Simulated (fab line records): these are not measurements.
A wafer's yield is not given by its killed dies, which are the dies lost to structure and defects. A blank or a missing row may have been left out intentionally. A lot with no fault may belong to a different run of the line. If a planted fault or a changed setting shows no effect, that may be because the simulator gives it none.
Comparing a struck lot with a sound one -- flow nand harc -- 14 out of 1302 route steps
Sound: the wafers L313.4, L313.5, L313.6. Struck: wafer L309.1. (L309.3 of the same lot was not struck and is left out.) The cause comes at the end.
Per side, at each step with rows, come the tool, then ch with its chambers, and then its first start. Under that, the readings that differ: sound wafers -- struck wafers -- difference of the means -- sigmas: that difference in standard deviations of wafers without a fault.
alike: same words and numbers on both sides, and readings whose means sit less than 2 such deviations apart. not compared: any withheld reading, any reading some wafer has no value for, any bound like >300 that may hide the same value, and any number with overlapping values for which the record gives no deviation.
A row with sigmas, a row that says differs or no value, or rows on one side alone: a step with any of these is where the two part. When numbers do not overlap yet have no deviation, they are printed without sigmas and do not part them. A reading missing from all wafers of one side parts the sides only when that side holds two or more wafers.

first, 1 step without rows for these wafers: NHARC_A_STAIRCASE_DESCUM_219 (chemistry O2, time 3 s).
NHARC_A_STAIRCASE_TRIM_220: chemistry O2, time 211.2 s.
  sound on rie diel-01 ch 0,1,3, day 23 21:43; struck on rie diel-01 ch 1, day 22 00:01
reading,sound,struck,difference,sigmas
rf vpp V (V),58.8 56.5 57.8,55.9,-1.8,-2
  alike: drypump motor current A, oes product au, showerhead plenum p Torr, throttle valve pct
  not compared: rf hours counter h
then, 4 steps without rows for these wafers: NHARC_A_STAIRCASE_ETCH_221 (etches the open film in C4F8/O2, target depth 100 nm, time 40.5 s); NHARC_A_STAIRCASE_TRIM_222 (chemistry O2, time 211.2 s); NHARC_A_STAIRCASE_ETCH_223 (etches the open film in C4F8/O2, target depth 100 nm, time 40.5 s); NHARC_A_STAIRCASE_TRIM_224 (chemistry O2, time 211.2 s).
NHARC_A_STAIRCASE_ETCH_225: etches the open film in C4F8/O2, target depth 100 nm, time 40.5 s.
  sound: rie diel-01 ch 0,3; struck: rie diel-01 ch 1
  alike: oes product au, rf vpp V
  not compared: rf hours counter h
then, 1 step without rows for these wafers: NHARC_A_STAIRCASE_TRIM_226 (chemistry O2, time 211.2 s).
NHARC_A_STAIRCASE_ETCH_227: etches the open film in C4F8/O2, target depth 100 nm, time 40.5 s.
  sound: rie diel-01 ch 1,2,3; struck: rie diel-01 ch 0
  alike: oes product au, rf vpp V
  not compared: rf hours counter h
NHARC_A_STAIRCASE_TRIM_229: chemistry O2, time 211.2 s.
  sound on rie diel-01 ch 0,3, day 23 22:43; struck on rie diel-04 ch 3, day 22 01:16
  alike: drypump motor current A, oes product au, rf vpp V, showerhead plenum p Torr, throttle valve pct
  not compared: rf hours counter h
NHARC_A_STAIRCASE_ETCH_230: etches the open film in C4F8/O2, target depth 100 nm, time 40.5 s.
  sound: rie diel-01 ch 2,3; struck: rie diel-04 ch 0
  alike: oes product au, rf vpp V
  not compared: rf hours counter h
NHARC_A_STAIRCASE_TRIM_231: chemistry O2, time 211.2 s.
  sound on rie diel-01 ch 1,2, day 23 22:59; struck on rie diel-04 ch 1, day 22 01:31
reading,sound,struck,difference,sigmas
oes product au (a.u.),1.002 1.013 0.987,1.190,+0.189,+17
showerhead plenum p Torr (Torr),3.27 3.27 3.51,3.69,+0.34,+2
  alike: drypump motor current A, rf vpp V, throttle valve pct
  not compared: rf hours counter h
then, 2 steps without rows for these wafers: NHARC_A_STAIRCASE_ETCH_232 (etches the open film in C4F8/O2, target depth 100 nm, time 40.5 s); NHARC_END_SORT_01.

== WHERE THEY PART ==
First at NHARC_A_STAIRCASE_TRIM_220; last, within this record, at NHARC_A_STAIRCASE_TRIM_231.

WHY: what the simulator had put in
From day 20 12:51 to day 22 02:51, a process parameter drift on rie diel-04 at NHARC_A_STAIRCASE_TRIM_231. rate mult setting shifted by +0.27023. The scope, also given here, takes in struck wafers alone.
